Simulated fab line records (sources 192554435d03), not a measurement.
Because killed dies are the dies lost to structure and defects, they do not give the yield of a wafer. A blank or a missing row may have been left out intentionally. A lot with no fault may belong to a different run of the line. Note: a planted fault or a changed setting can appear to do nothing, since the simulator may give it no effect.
Struck lot and sound lot, side by side    flow n5_finfet    37 steps out of a route of 1938
Sound: the wafers L192.1, L192.3, L192.5. Wafers struck: L180.1, L180.2, L180.5. The cause comes at the end.
At each step with rows: each side's tool, then ch and its chambers, then its first start. Under that, the readings that differ: sound wafers    struck wafers    difference of the means    sigmas: that difference in standard deviations of wafers without a fault.
alike: same words and numbers on both sides, and readings whose means sit less than 2 such deviations apart. not compared: any withheld reading, any reading some wafer has no value for, any bound like >300 that may hide the same value, and any number with overlapping values for which the record gives no deviation.
The two part at a step that has a row with sigmas, a row that says differs or no value, or rows on one side only. Numbers that have no deviation but don't overlap get no sigmas and don't part them. A reading missing from all wafers of one side parts the sides only when that side holds two or more wafers.

first, 9 steps without rows for these wafers: N5_BEOL_M0_SAQP_COAT_82 (time 60 s, resist thk 30 nm); N5_BEOL_M0_SAQP_COAT_08 (resist thk 90 nm); N5_BEOL_M0_SAQP_EBR_10; N5_BEOL_M0_SAQP_SOFTBAKE_09 (time 60 s); N5_BEOL_M0_SAQP_EXPOSE_11 (exposes mask M0 CORE, target cd 42 nm); N5_BEOL_M0_SAQP_PEB_12 (peb time 60 s); N5_BEOL_M0_SAQP_DEVELOP_13 (develop time 30 s); N5_BEOL_M0_SAQP_DESCUM_19 (chemistry O2, time 7.9 s); N5_BEOL_M0_SAQP_ETCH_83 (etches SiARC in CF4, target depth 39 nm, time 65 s).
N5_BEOL_M0_SAQP_ETCH_84: etches SOC in N2/H2, target depth 100 nm, overetch 20 nm, time 150 s.
  sound on rie_diel-03 ch 0,2,3, day 10 06:27; struck on rie_diel-06 ch 2,3, day 7 01:38
reading                                          sound              struck             difference  sigmas
model.etch.depth_nm (nm)                         99.79 99.68 99.78  73.76 68.76 73.85  -27.63      
model.SiARC_of_BEOL_M0_SAQP_COAT_82.thk_nm (nm)  24 24.8 24.4       26.4 26.6 26.6     +2.1        
  alike: drypump_motor_current_A, n2_flow_sccm, oes_product_au, rf_vpp_V, showerhead_plenum_p_Torr, throttle_valve_pct
  not compared: rf_hours_counter_h
then, 1 step without rows for these wafers: N5_BEOL_M0_SAQP_STRIP_80 (strips in N2/H2).
N5_BEOL_M0_SAQP_HM_OPEN_112: chemistry CHF3/O2, target SiO2, stops on a-Si, target depth 12 nm, time 13.5 s.
  sound on rie_diel-03 ch 0,2,3, day 10 06:34; struck on rie_diel-06 ch 2,3, day 7 01:44
reading                                          sound           struck          difference  sigmas
oes_product_au (a.u.)                            0.61 0.44 0.59  0.34 0.29 0.34  -0.22       -4
model.SiARC_of_BEOL_M0_SAQP_COAT_82.thk_nm (nm)  4.8 6.4 5       7 8 7           +2          
  alike: drypump_motor_current_A, rf_vpp_V, showerhead_plenum_p_Torr, throttle_valve_pct
  not compared: rf_hours_counter_h
then, 1 step without rows for these wafers: N5_BEOL_M0_SAQP_STRIP_113 (strips in CHF3/O2).
N5_BEOL_M0_SAQP_MANDREL_ETCH_20: etches a-Si in HBr/Cl2, stops on SiNx, target depth 60 nm, bt time 10 s, time 30 s.
  sound on rie_si-05 ch 1,3, day 10 06:39; struck on rie_si-04 ch 0,1,3, day 7 01:50
reading                sound              struck             difference  sigmas
oes_product_au (a.u.)  0.758 0.797 0.800  0.334 0.340 0.322  -0.453      -28
  alike: HBr_flow_sccm, drypump_motor_current_A, throttle_valve_pct
  not compared: rf_hours_counter_h
then, 5 steps without rows for these wafers: N5_BEOL_M0_SAQP_STRIP_86 (strips in N2/H2); N5_BEOL_M0_SAQP_STRIP_115 (strips in post etch residue remover, time 60 s); N5_BEOL_M0_SAQP_SRD_93 (time 30 s); N5_BEOL_M0_SAQP_RECESS_114 (chemistry HF/NH3, target SiO2, target depth 14.4 nm, afs cycles 3, sublimation time 60 s); N5_BEOL_M0_SAQP_SPACER1_ALD_98 (deposits SiO2, target thk 12.8 nm, pulse time 1 s, purge time 2 s).
N5_BEOL_M0_SAQP_SPACER1_ETCHBACK_99: etches SiO2 in CHF3/O2, target depth 15.4 nm, time 7.7 s.
  sound on rie_diel-02 ch 1,3, day 10 07:50; struck on rie_diel-03 ch 0,1, day 7 02:58
reading                sound           struck          difference  sigmas
oes_product_au (a.u.)  0.79 0.83 0.79  0.28 0.26 0.26  -0.54       -5
  alike: drypump_motor_current_A, rf_vpp_V, showerhead_plenum_p_Torr, throttle_valve_pct
  not compared: rf_hours_counter_h
N5_BEOL_M0_SAQP_MANDREL1_REMOVE_100: chemistry HBr/Cl2/O2, target a-Si, stops on SiNx, bt time 10 s.
  sound on rie_si-05 ch 0,1,3, day 10 07:55; struck on rie_si-02 ch 1,2,3, day 7 03:03
reading                        sound              struck             difference  sigmas
oes_product_au (a.u.)          1.015 0.971 1.008  0.379 0.372 0.374  -0.623      -30
model.BEOL_M0_SAQP.cd_nm (nm)  12.6 13 12.8       43 42 42.6         +30         
  alike: HBr_flow_sccm, drypump_motor_current_A, throttle_valve_pct
  not compared: rf_hours_counter_h
N5_BEOL_M0_SAQP_CD_MEAS_25: the cd target is 13.1 nm.
  sound on cd_sem-02 ch 0, day 10 08:02; struck on cd_sem-02 ch 0, day 7 03:10
reading     sound              struck  difference                     sigmas
cd_nm (nm)  12.47 13.58 12.32  - - -   no value on the struck wafers  
then, 11 steps without rows for these wafers: N5_BEOL_M0_SAQP_ETCH_101 (etches SiNx in CH3F/O2, target depth 29.9 nm, time 42.7 s); N5_BEOL_M0_SAQP_ETCH_102 (etches SiO2 in CF4, target depth 4 nm, time 4.4 s); N5_BEOL_M0_SAQP_MANDREL_ETCH_103 (etches a-Si in HBr/Cl2, stops on SiCN, target depth 45 nm, bt time 10 s, time 27 s); N5_BEOL_M0_SAQP_RECESS_104 (chemistry HF/NH3, target SiO2, target depth 18 nm, afs cycles 3, sublimation time 60 s); N5_BEOL_M0_SAQP_COAT_105 (time 60 s, resist thk 100 nm); N5_BEOL_M0_SAQP_ETCH_106 (etches SOC in N2/H2, stops on SiNx, target depth 150 nm); N5_BEOL_M0_SAQP_ETCH_107 (etches SiNx in CH3F/O2, target depth 30 nm); N5_BEOL_M0_SAQP_STRIP_108 (strips in N2/H2); N5_BEOL_M0_SAQP_RECESS_109 (chemistry HF/NH3, target SiO2, target depth 3 nm, afs cycles 1, sublimation time 60 s); N5_BEOL_M0_SAQP_SPACER2_ALD_26 (deposits SiO2, target thk 15 nm, pulse time 1 s, purge time 2 s); N5_BEOL_M0_SAQP_SPACER2_ETCHBACK_27 (etches SiO2 in CHF3/O2, target depth 22.5 nm, time 11.25 s).
N5_BEOL_M0_SAQP_MANDREL2_REMOVE_110: chemistry HBr/Cl2/O2, target a-Si, stops on SiCN, bt time 10 s.
  sound on rie_si-04 ch 0,1,3, day 10 09:41; struck on rie_si-02 ch 0,1,2, day 7 04:56
reading                        sound         struck        difference  sigmas
model.BEOL_M0_SAQP.cd_nm (nm)  14.8 15 15.2  43 41.8 42.2  +27         
  alike: HBr_flow_sccm, drypump_motor_current_A, oes_product_au, throttle_valve_pct
  not compared: rf_hours_counter_h
N5_BEOL_M0_SAQP_CD_MEAS_29: the cd target is 14.4 nm.
  sound on cd_sem-03 ch 0, day 10 09:47; struck on cd_sem-01 ch 0, day 7 05:03
reading     sound              struck  difference                     sigmas
cd_nm (nm)  15.12 15.05 15.01  - - -   no value on the struck wafers  
then, 1 step without rows for these wafers: N5_BEOL_M0_SAQP_COAT_69 (time 60 s, resist thk 90 nm).
N5_BEOL_M4_RC_MEAS_101:
  the record has rows for the sound wafers here (prober-02 ch 0, day 12 20:23) and none for the struck ones

WHERE THEY PART
At N5_BEOL_M0_SAQP_HM_OPEN_112 first; at N5_BEOL_M4_RC_MEAS_101 last (within this record only).

WHY: whatever the simulator had introduced
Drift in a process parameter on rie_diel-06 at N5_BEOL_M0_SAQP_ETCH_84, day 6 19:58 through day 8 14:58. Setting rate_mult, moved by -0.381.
